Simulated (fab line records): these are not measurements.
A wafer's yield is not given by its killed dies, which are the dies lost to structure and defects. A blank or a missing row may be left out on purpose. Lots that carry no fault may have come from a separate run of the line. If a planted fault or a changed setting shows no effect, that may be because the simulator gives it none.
The tool behind it: which one? ; flow nand-harc ; Sampling: 20 lots, 60 wafers, 6 of 1302 route steps

## WHAT EACH GAUGE READ, for each wafer
No reading from a measuring or inspecting step in the record can be judged against a usual standard deviation.

## WHAT TOOL EACH LOT RAN ON (gives the tool, then ch and the chambers of the sampled wafers, and finally the start)
lot;NHARC_A_STAIRCASE_DESCUM_443;NHARC_A_STAIRCASE_ETCHBACK_422;NHARC_A_STAIRCASE_ETCHBACK_157;NHARC_A_SGD_CUT_ETCHBACK_24;NHARC_A_SLIT_ETCH_24;NHARC_A_SLIT_ETCH_17
L075;rie-diel-06 ch 0,1,2, day 19 04:08;rie-diel-01 ch 1,2, day 19 10:07;rie-diel-04 ch 1,2,3, day 19 10:34;rie-diel-07 ch 0,2,3, day 19 18:47;rie-diel-10 ch 0,2,3, day 20 00:11;har-etch-02 ch 0,1, day 20 01:46
L076;rie-diel-04 ch 2,3, day 19 04:11;rie-diel-01 ch 1,2, day 19 10:02;rie-diel-01 ch 1,2, day 19 10:29;rie-diel-08 ch 0,1,2, day 19 18:49;rie-diel-13 ch 1,2, day 20 03:55;har-etch-02 ch 0,1, day 20 06:47
L077;rie-diel-01 ch 0,1,3, day 19 23:07;rie-diel-06 ch 0,1,3, day 20 04:57;rie-diel-06 ch 1,2,3, day 20 05:17;rie-diel-08 ch 0,1,3, day 20 13:28;rie-diel-10 ch 0,2,3, day 20 19:01;har-etch-02 ch 0,1, day 20 20:11
L078;rie-diel-01 ch 1,2,3, day 20 11:56;rie-diel-04 ch 0,1,3, day 20 17:53;rie-diel-04 ch 2,3, day 20 18:15;rie-diel-08 ch 2,3, day 21 02:58;rie-diel-10 ch 1,2,3, day 21 08:31;har-etch-01 ch 0,1, day 21 10:17
L080;rie-diel-01 ch 0,1,2, day 21 05:01;rie-diel-04 ch 0,2,3, day 21 10:55;rie-diel-01 ch 0,1,2, day 21 11:18;rie-diel-03 ch 0,1,3, day 21 22:31;rie-diel-09 ch 1,2,3, day 22 05:37;har-etch-02 ch 0,1, day 22 06:47
L079;rie-diel-04 ch 1,2, day 21 05:19;rie-diel-04 ch 0,1, day 21 11:05;rie-diel-04 ch 0,1, day 21 11:28;rie-diel-08 ch 0,1,3, day 21 22:31;rie-diel-10 ch 0,1,2, day 22 04:53;har-etch-01 ch 0,1, day 22 07:49
L081;rie-diel-01 ch 0,3, day 21 17:19;rie-diel-04 ch 1,3, day 21 23:08;rie-diel-04 ch 0,3, day 21 23:31;rie-diel-07 ch 1,3, day 22 10:22;rie-diel-09 ch 1,3, day 22 17:22;har-etch-02 ch 0,1, day 22 18:32
L082;rie-diel-04 ch 0,1, day 21 17:28;rie-diel-01 ch 0,3, day 21 23:27;rie-diel-06 ch 1,2,3, day 21 23:58;rie-diel-03 ch 0,1, day 22 10:23;rie-diel-10 ch 2,3, day 22 17:58;har-etch-01 ch 0,1, day 22 21:30
L083;rie-diel-06 ch 1,2, day 22 21:05;rie-diel-06 ch 0,1,2, day 23 03:04;rie-diel-06 ch 0,2,3, day 23 03:27;rie-diel-08 ch 1,2, day 23 11:12;rie-diel-09 ch 0,3, day 23 16:59;har-etch-01 ch 0,1, day 23 18:42
L085;rie-diel-04 ch 1,2,3, day 22 21:15;rie-diel-06 ch 0,2,3, day 23 03:19;rie-diel-06 ch 0,2,3, day 23 03:41;rie-diel-07 ch 0,1, day 23 11:20;rie-diel-13 ch 1,2,3, day 23 17:08;har-etch-02 ch 0,1, day 23 22:22
L087;rie-diel-01 ch 0,1,2, day 24 05:31;rie-diel-06 ch 0,1,2, day 24 11:25;rie-diel-04 ch 0,1,3, day 24 11:46;rie-diel-08 ch 0,1,3, day 24 20:16;rie-diel-09 ch 0,2,3, day 25 01:35;har-etch-02 ch 0,1, day 25 03:22
L086;rie-diel-06 ch 0,1,3, day 24 05:41;rie-diel-06 ch 2,3, day 24 11:32;rie-diel-04 ch 0,3, day 24 11:53;rie-diel-07 ch 0,1, day 24 20:19;rie-diel-10 ch 1,2,3, day 25 01:45;har-etch-01 ch 0, day 25 03:32
L090;rie-diel-06 ch 1,2, day 25 00:03;rie-diel-04 ch 1,3, day 25 05:53;rie-diel-04 ch 1,3, day 25 06:14;rie-diel-08 ch 0,1,2, day 25 14:11;rie-diel-10 ch 0,3, day 25 19:36;har-etch-02 ch 0,1, day 25 21:22
L091;rie-diel-04 ch 0,1,3, day 26 09:35;rie-diel-06 ch 0,2,3, day 26 15:34;rie-diel-01 ch 0,1,2, day 26 15:57;rie-diel-07 ch 0,2,3, day 27 00:16;rie-diel-09 ch 0,1,2, day 27 05:38;har-etch-02 ch 0,1, day 27 07:39
L092;rie-diel-04 ch 2,3, day 26 09:38;rie-diel-06 ch 2,3, day 26 18:17;rie-diel-01 ch 0,3, day 26 18:37;rie-diel-08 ch 1,2, day 27 00:17;rie-diel-13 ch 0,1,3, day 27 05:47;har-etch-01 ch 0,1, day 27 07:33
L093;rie-diel-01 ch 1,2,3, day 26 19:11;rie-diel-01 ch 0,2, day 27 01:00;rie-diel-01 ch 0,1,2, day 27 01:23;rie-diel-08 ch 0,2,3, day 27 10:20;rie-diel-10 ch 2,3, day 27 17:47;har-etch-02 ch 1, day 27 19:34
L094;rie-diel-01 ch 0,1, day 27 05:50;rie-diel-01 ch 1,2, day 27 11:38;rie-diel-06 ch 0,2,3, day 27 12:04;rie-diel-08 ch 0,1,3, day 27 20:08;rie-diel-10 ch 0,1,3, day 28 01:50;har-etch-01 ch 0,1, day 28 04:13
L096;rie-diel-06 ch 1,2, day 27 23:58;rie-diel-04 ch 0,3, day 28 05:47;rie-diel-04 ch 0,2, day 28 06:08;rie-diel-08 ch 1,3, day 28 14:08;rie-diel-09 ch 0,2,3, day 28 19:55;har-etch-01 ch 0,1, day 28 22:35
L095;rie-diel-04 ch 2,3, day 28 00:10;rie-diel-01 ch 0,3, day 28 05:59;rie-diel-01 ch 1,2,3, day 28 06:23;rie-diel-07 ch 0,1, day 28 14:08;rie-diel-13 ch 1,2, day 28 19:46;har-etch-02 ch 0,1, day 28 21:32
L097;rie-diel-06 ch 0,2,3, day 28 08:34;rie-diel-01 ch 0,2, day 28 14:38;rie-diel-04 ch 2,3, day 28 15:17;rie-diel-08 ch 2,3, day 28 23:44;rie-diel-13 ch 0,1, day 29 05:47;har-etch-02 ch 0,1, day 29 07:17
- NHARC_A_STAIRCASE_DESCUM_443: chemistry O2, time 3 s.
- NHARC_A_STAIRCASE_ETCHBACK_422: etches the open film in CH3F/O2, target depth 40 nm, time 74.286 s.
- NHARC_A_STAIRCASE_ETCHBACK_157: etches the open film in CH3F/O2, target depth 90 nm, time 167.14 s.
- NHARC_A_SGD_CUT_ETCHBACK_24: etches the open film in CH3F/O2, target depth 50 nm, time 92.857 s.
- NHARC_A_SLIT_ETCH_24: etches the open film in CF4/CHF3, target depth 121 nm, time 60.5 s.
- NHARC_A_SLIT_ETCH_17: etches the open film in C4F8/O2/Ar, time 4254.5 s, target depth 20300 nm.

## AS READ BY THE TOOLS THEMSELVES (means over the sampled wafers that have a number; for cases with no such wafer, the mark the record gives instead)
NHARC_A_STAIRCASE_DESCUM_443.
lot;tool;drypump-motor-current-A (A);oes-product-au (a.u.);rf-vpp-V (V);showerhead-plenum-p-Torr (Torr);throttle-valve-pct (%)
L075;rie-diel-06;6.3;1.003;58.4;1.97;11.302
L076;rie-diel-04;5.7;1.014;58.7;2.03;11.319
L077;rie-diel-01;5.6;0.996;57.8;1.92;11.303
L078;rie-diel-01;5.8;0.998;57.4;1.99;11.310
L080;rie-diel-01;5.7;1.004;57.4;1.92;11.318
L079;rie-diel-04;6.3;0.993;57.4;1.92;11.307
L081;rie-diel-01;5.8;0.997;58.1;1.97;11.313
L082;rie-diel-04;6.2;0.995;57.7;1.82;11.298
L083;rie-diel-06;6.4;1.003;58.3;2.02;11.327
L085;rie-diel-04;6.0;1.005;57.6;1.95;11.311
L087;rie-diel-01;5.7;0.998;58.0;1.91;11.307
L086;rie-diel-06;6.3;0.994;57.3;1.98;11.315
L090;rie-diel-06;6.5;0.994;58.1;1.98;11.309
L091;rie-diel-04;6.0;1.011;57.6;1.89;11.302
L092;rie-diel-04;6.0;1.004;58.5;1.98;11.308
L093;rie-diel-01;5.8;0.999;58.0;1.97;11.315
L094;rie-diel-01;5.5;0.999;57.3;1.83;11.314
L096;rie-diel-06;6.5;1.003;59.0;1.97;11.310
L095;rie-diel-04;6.0;1.003;57.8;1.98;11.315
L097;rie-diel-06;6.3;1.014;56.6;1.94;11.317

NHARC_A_STAIRCASE_ETCHBACK_422.
lot;tool;drypump-motor-current-A (A);oes-product-au (a.u.);rf-vpp-V (V);showerhead-plenum-p-Torr (Torr);throttle-valve-pct (%)
L075;rie-diel-01;5.9;1.01;246.3;2.57;20.654
L076;rie-diel-01;5.9;0.94;245.9;2.57;20.663
L077;rie-diel-06;6.3;0.93;246.1;2.56;20.674
L078;rie-diel-04;6.0;0.92;244.7;2.45;20.663
L080;rie-diel-04;6.0;0.93;245.1;2.50;20.664
L079;rie-diel-04;6.2;0.93;242.4;2.34;20.672
L081;rie-diel-04;5.8;0.92;245.9;2.55;20.663
L082;rie-diel-01;5.8;0.93;245.8;2.53;20.665
L083;rie-diel-06;6.3;1.01;244.7;2.51;20.662
L085;rie-diel-06;6.3;1.00;245.1;2.50;20.660
L087;rie-diel-06;6.3;0.93;245.3;2.51;20.670
L086;rie-diel-06;6.4;1.00;246.0;2.52;20.667
L090;rie-diel-04;5.8;1.00;245.3;2.54;20.668
L091;rie-diel-06;6.3;0.92;244.4;2.49;20.658
L092;rie-diel-06;6.5;0.92;245.3;2.55;20.673
L093;rie-diel-01;6.0;0.99;246.0;2.53;20.663
L094;rie-diel-01;5.9;1.00;245.5;2.54;20.663
L096;rie-diel-04;6.0;0.93;243.1;2.41;20.650
L095;rie-diel-01;5.7;0.93;244.4;2.42;20.657
L097;rie-diel-01;5.8;0.93;244.6;2.43;20.658

NHARC_A_STAIRCASE_ETCHBACK_157.
lot;tool;drypump-motor-current-A (A);oes-product-au (a.u.);rf-vpp-V (V);showerhead-plenum-p-Torr (Torr);throttle-valve-pct (%)
L075;rie-diel-04;6.0;0.93;245.7;2.52;20.659
L076;rie-diel-01;5.9;0.99;246.2;2.57;20.664
L077;rie-diel-06;6.4;0.95;246.1;2.58;20.663
L078;rie-diel-04;5.7;0.95;245.6;2.60;20.661
L080;rie-diel-01;5.7;0.92;245.4;2.46;20.667
L079;rie-diel-04;6.2;0.98;242.9;2.34;20.668
L081;rie-diel-04;5.7;0.97;245.5;2.54;20.664
L082;rie-diel-06;6.5;1.00;246.2;2.58;20.671
L083;rie-diel-06;6.3;0.99;246.0;2.50;20.668
L085;rie-diel-06;6.3;0.99;244.7;2.50;20.658
L087;rie-diel-04;6.0;1.00;243.7;2.44;20.660
L086;rie-diel-04;5.7;1.00;245.6;2.53;20.662
L090;rie-diel-04;5.7;1.00;245.7;2.54;20.669
L091;rie-diel-01;5.7;1.01;244.5;2.45;20.660
L092;rie-diel-01;5.8;0.94;245.8;2.51;20.666
L093;rie-diel-01;5.7;1.01;243.7;2.44;20.656
L094;rie-diel-06;6.3;0.93;245.6;2.49;20.655
L096;rie-diel-04;6.3;0.94;243.3;2.43;20.662
L095;rie-diel-01;5.8;0.95;245.5;2.53;20.667
L097;rie-diel-04;6.0;0.93;245.1;2.53;20.658

NHARC_A_SGD_CUT_ETCHBACK_24.
lot;tool;drypump-motor-current-A (A);oes-product-au (a.u.);rf-vpp-V (V);showerhead-plenum-p-Torr (Torr);throttle-valve-pct (%)
L075;rie-diel-07;5.3;0.92;244.1;2.47;20.666
L076;rie-diel-08;6.3;0.93;243.1;2.36;20.656
L077;rie-diel-08;6.2;0.96;244.3;2.42;20.663
L078;rie-diel-08;5.6;0.99;245.5;2.54;20.667
L080;rie-diel-03;5.9;0.94;243.4;2.43;20.663
L079;rie-diel-08;6.2;0.92;243.4;2.42;20.667
L081;rie-diel-07;5.6;0.92;245.9;2.54;20.666
L082;rie-diel-03;6.2;0.92;243.2;2.42;20.665
L083;rie-diel-08;6.3;0.99;243.4;2.36;20.664
L085;rie-diel-07;5.5;0.93;244.3;2.44;20.665
L087;rie-diel-08;6.2;0.99;244.5;2.42;20.660
L086;rie-diel-07;5.6;1.00;244.7;2.47;20.672
L090;rie-diel-08;6.2;0.95;243.9;2.36;20.667
L091;rie-diel-07;5.3;1.00;244.0;2.46;20.659
L092;rie-diel-08;6.0;1.00;243.8;2.38;20.666
L093;rie-diel-08;5.9;0.97;244.8;2.44;20.655
L094;rie-diel-08;6.2;1.00;243.9;2.42;20.666
L096;rie-diel-08;6.0;0.99;245.4;2.50;20.662
L095;rie-diel-07;5.5;1.00;244.0;2.44;20.674
L097;rie-diel-08;5.6;0.99;245.7;2.53;20.661

NHARC_A_SLIT_ETCH_24.
lot;tool;drypump-motor-current-A (A);oes-product-au (a.u.);rf-vpp-V (V);showerhead-plenum-p-Torr (Torr);throttle-valve-pct (%)
L075;rie-diel-10;5.6;0.925;371.5;1.58;16.798
L076;rie-diel-13;6.0;0.988;371.9;1.65;16.798
L077;rie-diel-10;5.6;0.965;370.8;1.58;16.795
L078;rie-diel-10;5.9;0.956;371.7;1.59;16.805
L080;rie-diel-09;5.5;0.970;370.9;1.57;16.806
L079;rie-diel-10;6.0;0.969;369.2;1.56;16.800
L081;rie-diel-09;5.7;0.976;371.3;1.60;16.804
L082;rie-diel-10;6.0;0.971;370.0;1.56;16.807
L083;rie-diel-09;5.7;0.982;370.8;1.57;16.811
L085;rie-diel-13;5.7;0.955;371.6;1.60;16.808
L087;rie-diel-09;5.6;0.979;369.8;1.53;16.808
L086;rie-diel-10;5.9;0.957;371.1;1.59;16.803
L090;rie-diel-10;5.2;0.917;372.4;1.64;16.799
L091;rie-diel-09;5.6;0.929;369.5;1.52;16.796
L092;rie-diel-13;5.6;0.943;371.2;1.58;16.800
L093;rie-diel-10;5.5;0.955;372.1;1.62;16.796
L094;rie-diel-10;5.6;0.973;371.8;1.61;16.810
L096;rie-diel-09;5.6;0.968;369.5;1.53;16.804
L095;rie-diel-13;6.1;0.976;372.8;1.64;16.804
L097;rie-diel-13;5.9;0.943;370.6;1.60;16.800

NHARC_A_SLIT_ETCH_17.
lot;tool;drypump-motor-current-A (A);showerhead-plenum-p-Torr (Torr);throttle-valve-pct (%)
L075;har-etch-02;6.0;3.76;32.053
L076;har-etch-02;6.0;3.76;32.047
L077;har-etch-02;6.0;3.76;32.046
L078;har-etch-01;5.7;3.60;32.040
L080;har-etch-02;5.8;3.82;32.049
L079;har-etch-01;5.6;3.60;32.044
L081;har-etch-02;6.0;3.74;32.055
L082;har-etch-01;5.9;3.62;32.046
L083;har-etch-01;5.6;3.58;32.054
L085;har-etch-02;5.8;3.80;32.041
L087;har-etch-02;5.8;3.80;32.053
L086;har-etch-01;6.0;3.62;32.047
L090;har-etch-02;5.9;3.79;32.050
L091;har-etch-02;6.0;3.71;32.047
L092;har-etch-01;5.9;3.59;32.043
L093;har-etch-02;5.7;3.85;32.045
L094;har-etch-01;5.7;3.55;32.045
L096;har-etch-01;5.7;3.55;32.049
L095;har-etch-02;6.0;3.69;32.041
L097;har-etch-02;5.8;3.77;32.043

## THE ANSWER, worked out from the rows above alone
Rule: the lots themselves supply what counts as usual. The widest of any qualifying gaps counts: lots, ordered by their means at a reading, are off when they make up no more than a third of the lots, leave a main group of 4 or more, and stand apart from it by 3 or more times the standard deviation of that group's means. The tables above print the reading to a certain number of digits; a main group whose means all agree to those digits is not used. Also off: a lot with no number at a reading for which 4 or more lots have one. All remaining lots with rows at the step are treated as sound. Order of review: gauges by route order, followed by the tools' own readings, for which a lot's mean as printed above is used. At the first step where some lot is off, the reading lying furthest off is the one used; lots without a number count as furthest.
No lot is off on any of the readings shown, so nothing can be concluded from this.

## WHAT THE SIMULATOR HAD PUT IN
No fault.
